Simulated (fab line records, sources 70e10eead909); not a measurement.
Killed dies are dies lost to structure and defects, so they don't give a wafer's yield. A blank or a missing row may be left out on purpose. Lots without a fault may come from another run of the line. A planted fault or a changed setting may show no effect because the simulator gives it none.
Which tool did it? | flow nand_harc | 7 lots, 21 wafers sampled, at 1 step of a route of 1302

WHAT THE GAUGES READ, wafer by wafer
NHARC_A_ONON_D1_THK_MEAS_14: measures by ellipsometry.
lot  | measured     | on            | thk_nm (nm)
L561 | day 8 03:04  | film_metro-01 | 1016 1015 1013
L568 | day 11 03:08 | film_metro-02 | 1022 1021 1020
L574 | day 13 23:21 | film_metro-02 | 996 996 996
L576 | day 14 18:25 | film_metro-02 | 987 987 989
L578 | day 15 15:56 | film_metro-01 | 1007 1007 1003
L581 | day 16 19:21 | film_metro-01 | 988 990 989
L583 | day 17 06:45 | film_metro-01 | 1020 1021 1020

WHICH TOOL RAN EACH LOT (tool, then ch and the chambers of the sampled wafers, then the start)
The record holds no process step before these readings.

THE ANSWER, worked out from the rows above alone
Rule: what is usual is taken from the lots themselves. Put in order of their means at a reading, lots are off if they are a third of the lots or fewer, leave a main group of 4 or more, and stand apart from it by a gap of 3 or more times the standard deviation of the main group's means; of several such gaps the widest counts. A main group whose means are all the same, to the digits that the tables above print for the reading, isn't used. A lot without any number at a reading at which 4 lots or more have one is off too. The other lots that the step has rows for count as sound.
No lot is off at any reading shown: from this, nothing can be told.

WHAT THE SIMULATOR HAD PUT IN
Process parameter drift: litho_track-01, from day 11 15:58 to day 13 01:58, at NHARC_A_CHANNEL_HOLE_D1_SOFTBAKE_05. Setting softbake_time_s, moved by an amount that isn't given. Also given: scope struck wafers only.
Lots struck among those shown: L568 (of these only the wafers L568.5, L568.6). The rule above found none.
